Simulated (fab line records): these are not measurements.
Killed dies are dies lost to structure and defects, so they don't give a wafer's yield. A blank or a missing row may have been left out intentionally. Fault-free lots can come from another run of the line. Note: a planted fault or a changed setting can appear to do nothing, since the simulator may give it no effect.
fab line records -- flow n5Finfet
record: lots: 6, wafers: 18, lastDay: 18
route steps=1938 shown MOL_CONTACT_COAG@630 BEOL_M0_SAQP@632 BEOL_M4@1111
lots that met no fault: taken from a fault-free run of the same line
startH: hours from the record's first day to the start of the lot's first wafer shown -- waitH: hours since the lot's step before -- " unchanged from the row above -- L1.1+2: a single row standing in for several wafers -- - no value, or no start given -- * or withheld: withheld -- < > ~ a bound
route shown NAME@n: NAME is a module with steps in the file, n the number in the route of the first one -- usual: mean/standard deviation taken from wafers without a fault -- same: alike in all rows -- chamber/n: place in a boat -- sites: per-site readings -- _std_site: standard deviation of those values -- _edge_site: inner sites' mean taken away from outer sites' mean -- radiusMm: how far each site lies from the wafer's centre -- mask NAME#n: copy n -- behind: tool/chamber where the wafer was last shaped -- hold: reason for holding the lot/hours on hold/outcome of the hold -- device: which transistor (n, p or np) failed to switch -- end of line: the tests these same wafers got at the end of their route -- a step with no rows: only its recipe -- killed: at the first sort, the dies lost to defects and structure; wafer yield is something else -- map: a wafer's dies, marking killed ones x, the rest . and places with no die _
set.NAME: the setting that was run; set.NAME@STEP: the one run at that earlier step -- model.NAME: the simulator's own value behind a step, which no gauge read
lots seen at some steps along the route; tables by step, rows by wafer
services: when a tool's chamber went out of use (startH, in hours from the record's first day, below 0 if earlier), for how many hours, and the reason
== steps ==
step: N5_MOL_CONTACT_COAG_INSPECT_97
recipe: inspectInstrument: darkfield, mode: postAnneal
usual: rawDefectCount: 42/15
lot.wafer,tool,chamber,startH,waitH,rawDefectCount
L649.2,defectInspect-02,-,124.14,0.0,35
L649.4,defectInspect-02,-,124.14,0.0,47
L649.5,defectInspect-02,-,124.14,0.0,29
L656.3,defectInspect-02,-,160.63,0.1,59
L656.5,defectInspect-02,-,160.63,0.1,29
L656.6,defectInspect-02,-,160.63,0.1,37
L658.1,defectInspect-01,-,172.31,0.0,32
L658.4,defectInspect-01,-,172.31,0.0,29
L658.5,defectInspect-01,-,172.31,0.0,20
L660.2,defectInspect-01,-,190.33,0.0,45
L660.4,defectInspect-01,-,190.33,0.0,44
L660.5,defectInspect-01,-,190.33,0.0,75
L667.3,defectInspect-01,-,225.91,0.1,40
L667.4,defectInspect-01,-,225.91,0.1,70
L667.6,defectInspect-01,-,225.91,0.1,56
L670.1,defectInspect-02,-,250.36,0.0,42
L670.3,defectInspect-02,-,250.36,0.0,38
L670.6,defectInspect-02,-,250.36,0.0,39
step: N5_BEOL_M0_SAQP_PECVD_00
recipe: material: SiCN, targetThkA: 80, tempC: withheld, precursor: 3MS/NH3, pressureTorr: 3, rfW: 202, timeS: 14
step: N5_BEOL_M0_SAQP_ILD_DEP_01
recipe: material: SiOC, targetThkA: 454.19, tempC: 350, precursor: DEMS/O2, pressureTorr: 5, rfW: 500, timeS: 8.7
step: N5_BEOL_M0_SAQP_HM_DEP_02
recipe: material: TiN, targetThkA: 120, tempC: 25, chamberPressurePa: 0.49996
step: N5_BEOL_M0_SAQP_PECVD_03
recipe: material: SiCN, targetThkA: 120, tempC: withheld, precursor: 3MS/NH3, pressureTorr: 3, rfW: 202, timeS: 21.1
usual: showerheadPlenumPTorr: 3.669/0.012, throttleValvePct: 9.2/0.67
lot.wafer,tool,chamber,startH,waitH,showerheadPlenumPTorr,throttleValvePct
L649.2,pecvd-03,0,124.66,0.1,3.656,8.4
L649.4,pecvd-03,1,124.66,0.1,3.680,9.1
L649.5,pecvd-03,2,124.66,0.1,3.677,9.1
L656.3,pecvd-04,0,162.13,0.1,3.659,9.1
L656.5,pecvd-04,2,162.13,0.1,3.667,9.0
L656.6,pecvd-04,0,162.13,0.1,3.661,9.2
L658.1,pecvd-03,1,173.16,0.1,3.667,9.0
L658.4,pecvd-03,1,173.16,0.1,3.667,9.2
L658.5,pecvd-03,2,173.16,0.1,3.680,9.4
L660.2,pecvd-03,2,192.70,0.1,3.672,9.4
L660.4,pecvd-03,2,192.70,0.1,3.674,9.2
L660.5,pecvd-03,1,192.70,0.1,3.676,8.9
L667.3,pecvd-02,1,231.66,0.1,3.661,9.2
L667.4,pecvd-02,0,231.66,0.1,3.674,8.9
L667.6,pecvd-02,2,231.66,0.1,3.678,8.6
L670.1,pecvd-03,1,252.84,0.1,3.672,9.0
L670.3,pecvd-03,2,252.84,0.1,3.660,8.9
L670.6,pecvd-03,2,252.84,0.1,3.668,8.4
step: N5_BEOL_M0_SAQP_PECVD_96
recipe: material: a-Si, targetThkA: 450, tempC: 350, precursor: SiH4/He, pressureTorr: 3, rfW: 100, timeS: 45.2
usual: heaterPowerOuterW: 355/47, heaterPowerW: 610/86, showerheadPlenumPTorr: 5.69/0.042, throttleValvePct: 18.5/1.4
lot.wafer,tool,chamber,startH,waitH,heaterPowerOuterW,heaterPowerW,showerheadPlenumPTorr,throttleValvePct
L649.2,pecvd-03,0,124.69,0.0,394,674,5.66,16.9
L649.4,pecvd-03,1,124.69,0.0,341,627,5.67,17.7
L649.5,pecvd-03,2,124.69,0.0,290,469,5.70,18.5
L656.3,pecvd-04,0,162.16,0.0,338,582,5.66,18.7
L656.5,pecvd-04,2,162.16,0.0,417,695,5.67,18.3
L656.6,pecvd-04,0,162.16,0.0,353,564,5.66,18.4
L658.1,pecvd-03,1,173.19,0.0,410,717,5.66,17.9
L658.4,pecvd-03,1,173.19,0.0,403,744,5.67,17.9
L658.5,pecvd-03,2,173.19,0.0,299,487,5.71,18.9
L660.2,pecvd-03,2,192.73,0.0,265,451,5.72,18.7
L660.4,pecvd-03,2,192.73,0.0,264,447,5.70,18.9
L660.5,pecvd-03,1,192.73,0.0,403,738,5.68,18.1
L667.3,pecvd-02,1,231.69,0.0,385,720,5.66,18.6
L667.4,pecvd-02,0,231.69,0.0,397,678,5.67,17.7
L667.6,pecvd-02,2,231.69,0.0,281,527,5.67,17.0
L670.1,pecvd-03,1,252.87,0.0,432,775,5.68,17.9
L670.3,pecvd-03,2,252.87,0.0,272,457,5.69,17.0
L670.6,pecvd-03,2,252.87,0.0,272,444,5.70,17.2
step: N5_BEOL_M0_SAQP_PECVD_97
recipe: material: SiNx, targetThkA: 230, tempC: 350, precursor: SiH4/NH3/N2, pressureTorr: 1.5, rfW: 300, timeS: 19.9
usual: heaterPowerOuterW: 309/52, heaterPowerW: 548/93, showerheadPlenumPTorr: 5.17/0.056, throttleValvePct: 40.5/3
lot.wafer,tool,chamber,startH,waitH,heaterPowerOuterW,heaterPowerW,showerheadPlenumPTorr,throttleValvePct
L649.2,pecvd-03,0,124.74,0.0,310,536,5.13,37.1
L649.4,pecvd-03,1,124.74,0.0,374,682,5.16,39.2
L649.5,pecvd-03,2,124.74,0.0,243,428,5.20,40.9
L656.3,pecvd-04,0,162.20,0.0,303,498,5.13,40.2
L656.5,pecvd-04,2,162.20,0.0,338,581,5.13,40.2
L656.6,pecvd-04,0,162.20,0.0,297,506,5.13,40.0
L658.1,pecvd-03,1,173.24,0.0,329,644,5.15,39.4
L658.4,pecvd-03,1,173.24,0.0,338,627,5.16,39.4
L658.5,pecvd-03,2,173.24,0.0,211,372,5.19,40.9
L660.2,pecvd-03,2,192.77,0.0,233,404,5.19,40.9
L660.4,pecvd-03,2,192.77,0.0,237,410,5.19,40.9
L660.5,pecvd-03,1,192.77,0.0,304,610,5.14,39.3
L667.3,pecvd-02,1,231.74,0.0,250,530,5.15,40.4
L667.4,pecvd-02,0,231.74,0.0,366,593,5.14,38.8
L667.6,pecvd-02,2,231.74,0.0,231,452,5.16,37.7
L670.1,pecvd-03,1,252.92,0.0,320,621,5.16,39.1
L670.3,pecvd-03,2,252.92,0.0,227,421,5.17,37.4
L670.6,pecvd-03,2,252.92,0.0,236,418,5.17,37.4
step: N5_BEOL_M0_SAQP_PECVD_04
recipe: material: a-Si, targetThkA: 600, tempC: 350, precursor: SiH4/He, pressureTorr: 3, rfW: 100, timeS: 60.2
usual: heaterPowerOuterW: 359/52, heaterPowerW: 617/92, showerheadPlenumPTorr: 5.69/0.042, throttleValvePct: 18.4/1.3
lot.wafer,tool,chamber,startH,waitH,heaterPowerOuterW,heaterPowerW,showerheadPlenumPTorr,throttleValvePct
L649.2,pecvd-03,0,124.78,0.0,382,628,5.64,16.7
L649.4,pecvd-03,1,124.78,0.0,416,763,5.68,17.9
L649.5,pecvd-03,2,124.78,0.0,293,483,5.71,18.5
L656.3,pecvd-04,0,162.24,0.0,280,506,5.67,18.4
L656.5,pecvd-04,2,162.24,0.0,440,738,5.65,18.1
L656.6,pecvd-04,0,162.24,0.0,291,508,5.67,18.2
L658.1,pecvd-03,1,173.28,0.0,416,724,5.67,17.8
L658.4,pecvd-03,1,173.28,0.0,418,753,5.67,17.8
L658.5,pecvd-03,2,173.28,0.0,303,494,5.70,18.5
L660.2,pecvd-03,2,192.81,0.0,290,495,5.69,18.8
L660.4,pecvd-03,2,192.81,0.0,296,492,5.71,18.7
L660.5,pecvd-03,1,192.81,0.0,428,770,5.68,18.0
L667.3,pecvd-02,1,231.78,0.0,348,678,5.67,18.2
L667.4,pecvd-02,0,231.78,0.0,343,589,5.69,17.6
L667.6,pecvd-02,2,231.78,0.0,241,468,5.69,17.2
L670.1,pecvd-03,1,252.96,0.0,434,773,5.68,18.2
L670.3,pecvd-03,2,252.96,0.0,299,519,5.70,17.0
L670.6,pecvd-03,2,252.96,0.0,306,506,5.69,17.1
step: N5_BEOL_M0_SAQP_THK_MEAS_05
usual: thkNm: 60.0/0.75
lot.wafer,tool,chamber,startH,waitH,thkNm
L649.2,filmMetro-02,-,124.87,0.1,59.6
L649.4,filmMetro-02,-,124.87,0.1,59.7
L649.5,filmMetro-02,-,124.87,0.1,60.2
L656.3,filmMetro-01,-,162.34,0.1,60.1
L656.5,filmMetro-01,-,162.34,0.1,59.6
L656.6,filmMetro-01,-,162.34,0.1,60.5
L658.1,filmMetro-01,-,173.37,0.1,58.6
L658.4,filmMetro-01,-,173.37,0.1,60.3
L658.5,filmMetro-01,-,173.37,0.1,60.2
L660.2,filmMetro-01,-,192.91,0.1,58.9
L660.4,filmMetro-01,-,192.91,0.1,59.9
L660.5,filmMetro-01,-,192.91,0.1,59.4
L667.3,filmMetro-01,-,231.87,0.1,59.5
L667.4,filmMetro-01,-,231.87,0.1,59.7
L667.6,filmMetro-01,-,231.87,0.1,60.3
L670.1,filmMetro-02,-,253.05,0.1,60.5
L670.3,filmMetro-02,-,253.05,0.1,60.1
L670.6,filmMetro-02,-,253.05,0.1,60.3
step: N5_BEOL_M0_SAQP_HM_DEP_111
recipe: material: SiO2, targetThkA: 120, tempC: 400, precursor: SiH4/N2O, pressureTorr: 0.75, rfW: 275, timeS: 7.2
usual: heaterPowerOuterW: 441/69, heaterPowerW: 752/110, showerheadPlenumPTorr: 8.19/0.074
lot.wafer,tool,chamber,startH,waitH,heaterPowerOuterW,heaterPowerW,showerheadPlenumPTorr
L649.2,pecvd-04,1,124.91,0.0,434,702,8.44
L649.4,pecvd-04,0,124.91,0.0,418,685,8.13
L649.5,pecvd-04,1,124.91,0.0,442,677,8.45
L656.3,pecvd-03,1,162.37,0.0,502,918,8.17
L656.5,pecvd-03,0,162.37,0.0,493,777,8.11
L656.6,pecvd-03,1,162.37,0.0,514,907,8.17
L658.1,pecvd-04,1,173.41,0.0,452,729,8.43
L658.4,pecvd-04,1,173.41,0.0,455,713,8.42
L658.5,pecvd-04,1,173.41,0.0,453,720,8.44
L660.2,pecvd-02,2,192.95,0.0,368,654,8.18
L660.4,pecvd-02,0,192.95,0.0,520,833,8.17
L660.5,pecvd-02,2,192.95,0.0,365,648,8.21
L667.3,pecvd-03,1,231.91,0.0,509,886,8.16
L667.4,pecvd-03,0,231.91,0.0,451,744,8.12
L667.6,pecvd-03,2,231.91,0.0,387,624,8.22
L670.1,pecvd-02,0,253.09,0.0,548,854,8.18
L670.3,pecvd-02,2,253.09,0.0,351,654,8.21
L670.6,pecvd-02,2,253.09,0.0,365,645,8.20
step: N5_BEOL_M0_SAQP_COAT_81
recipe: resist: SOC, tempC: 250, timeS: 60, spinRpm: 1500, resistThkNm: 100
step: N5_BEOL_M0_SAQP_COAT_82
recipe: resist: SiARC, tempC: 220, timeS: 60, spinRpm: 1500, resistThkNm: 30
usual: dispensePressureKPa: 51.2/1.1, exhaustPa: 44.9/0.84, heaterPowerTotalW: 427.6/2.2, plateTempC: 219.99/0.18, runLengthS: 66.19/0.23
lot.wafer,tool,chamber,startH,waitH,dispensePressureKPa,exhaustPa,heaterPowerTotalW,plateTempC,runLengthS
L649.2,lithoTrack-04,0,124.99,-,50.0,44.8,426.1,220.10,66.44
L649.4,lithoTrack-04,0,124.99,-,50.1,44.4,427.8,220.01,66.40
L649.5,lithoTrack-04,0,124.99,-,50.1,44.1,430.3,219.98,66.41
L656.3,lithoTrack-01,0,162.45,-,50.8,45.5,429.5,220.11,66.00
L656.5,lithoTrack-01,0,162.45,-,50.8,45.4,429.3,219.82,65.97
L656.6,lithoTrack-01,0,162.45,-,50.8,44.1,426.9,219.72,65.98
L658.1,lithoTrack-01,0,173.51,-,50.8,44.8,495.0,-,53.36
L658.4,lithoTrack-01,0,173.51,-,50.8,45.0,495.8,-,53.27
L658.5,lithoTrack-01,0,173.51,-,50.7,44.1,496.2,-,53.34
L660.2,lithoTrack-01,0,193.03,-,50.7,46.8,490.8,-,53.12
L660.4,lithoTrack-01,0,193.03,-,50.7,46.3,495.5,-,53.22
L660.5,lithoTrack-01,0,193.03,-,50.7,46.4,493.1,-,53.58
L667.3,lithoTrack-05,0,231.99,-,52.7,46.1,429.1,220.15,66.11
L667.4,lithoTrack-05,0,231.99,-,52.7,45.9,429.7,220.17,66.10
L667.6,lithoTrack-05,0,231.99,-,52.7,45.6,428.8,220.28,66.14
L670.1,lithoTrack-05,0,253.19,-,52.8,45.8,427.1,220.01,66.24
L670.3,lithoTrack-05,0,253.19,-,52.7,46.1,430.5,220.07,66.22
L670.6,lithoTrack-05,0,253.19,-,52.8,45.2,424.7,219.86,66.10
step: N5_BEOL_M0_SAQP_COAT_08
recipe: resist: CAR-ArF, spinRpm: 1500, resistThkNm: 90
step: N5_BEOL_M4_RC_MEAS_101
usual: DIBL_N: 37.1/1.8, DIBL_P: 37.2/2.1, IOFF_N: 0.17/0.033, IOFF_P: 0.22/0.037, ION_N: 680/11, ION_P: 464/7.7, SS_N: 71.7/0.63, SS_P: 73.6/0.67, VT_N: 248.9/2.9, VT_P: -251/3.6
lot.wafer,tool,chamber,startH,waitH,DIBL_N[mV/V],DIBL_P[mV/V],IOFF_N[nA/um],IOFF_P[nA/um],ION_N[uA/um],ION_P[uA/um],SS_N[mV/dec],SS_P[mV/dec],VT_N[mV],VT_P[mV]
L649.2,prober-01,0,187.80,0.2,33.6,33.5,0.12,0.16,656,455,71.5,71.4,253.8,-255
L649.4,prober-01,0,187.80,0.2,35.6,36.5,0.15,0.20,670,464,71.3,73.7,251.5,-251
L649.5,prober-01,0,187.80,0.2,39.0,40.9,0.24,0.28,696,475,71.8,74.5,244.6,-247
L656.3,prober-01,0,235.60,0.3,38.3,38.2,0.19,0.23,688,465,71.2,73.3,247.2,-250
L656.5,prober-01,0,235.60,0.3,38.8,38.0,0.21,0.23,690,465,72.1,73.5,249.8,-250
L656.6,prober-01,0,235.60,0.3,37.8,38.4,0.18,0.24,685,468,71.5,73.5,247.9,-247
L658.1,prober-01,0,240.83,0.0,36.3,35.4,0.14,0.18,663,456,71.0,72.4,250.2,-252
L658.4,prober-01,0,240.83,0.0,38.0,38.2,0.19,0.23,683,469,71.9,73.8,248.1,-250
L658.5,prober-01,0,240.83,0.0,38.6,38.5,0.20,0.24,680,468,71.7,73.4,247.4,-247
L660.2,prober-02,0,283.78,0.2,38.0,37.7,0.16,0.22,670,459,71.0,74.2,251.2,-252
L660.4,prober-02,0,283.78,0.2,32.7,31.5,0.09,0.14,676,462,69.8,71.9,257.7,-256
L660.5,prober-02,0,283.78,0.2,36.9,36.3,0.15,0.20,698,474,71.0,72.8,252.1,-252
L667.3,prober-02,0,314.13,0.3,39.4,38.1,0.22,0.26,678,463,74.0,73.9,247.7,-247
L667.4,prober-02,0,314.13,0.3,38.0,37.7,0.18,0.25,673,465,71.8,73.8,247.5,-249
L667.6,prober-02,0,314.13,0.3,36.4,34.0,0.15,0.19,665,461,72.2,73.7,253.1,-253
L670.1,prober-02,0,325.62,0.0,34.8,33.9,0.14,0.20,671,460,71.2,72.7,249.8,-247
L670.3,prober-02,0,325.62,0.0,37.9,36.6,0.20,0.23,695,469,72.3,73.9,245.1,-246
L670.6,prober-02,0,325.62,0.0,36.0,35.7,0.17,0.22,675,466,71.3,72.6,247.3,-246
== services ==
tool,chamber,startH,hours,kind
pecvd-03,-,105.69,0.8,pm
lithoTrack-04,-,118.58,-,consumableReplace:filter
pecvd-03,-,165.77,0.7,repair
pecvd-04,2,168.49,7.5,repair
pecvd-03,2,202.38,-,clean
pecvd-03,2,202.38,-,consumableReplace:showerhead
pecvd-03,2,202.38,29.0,scheduledDown
pecvd-03,2,202.38,29.0,ventCycle
pecvd-02,1,238.05,21.2,repair
== key ==
firstSign: step: N5_BEOL_M0_SAQP_COAT_82, reading: runLengthS, direction: down, sigmas: 56, usual: *, struck: *
effect: step: N5_BEOL_M0_SAQP_COAT_82, reading: heaterPowerTotalW, direction: up, sigmas: 31, usual: *, struck: *
metAt N5_BEOL_M0_SAQP_COAT_82
struckWafers L658.1,L658.4,L658.5,L660.2,L660.4,L660.5
onsetBetween 162.45 173.51
fault: kind: processParameterDrift, tool: lithoTrack-01, chamber: -, onsetH: 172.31, steps: N5_BEOL_M0_SAQP_COAT_82, channel: timeS, offset: *, shape: step, endH: 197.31, actsIn: *, stated: *
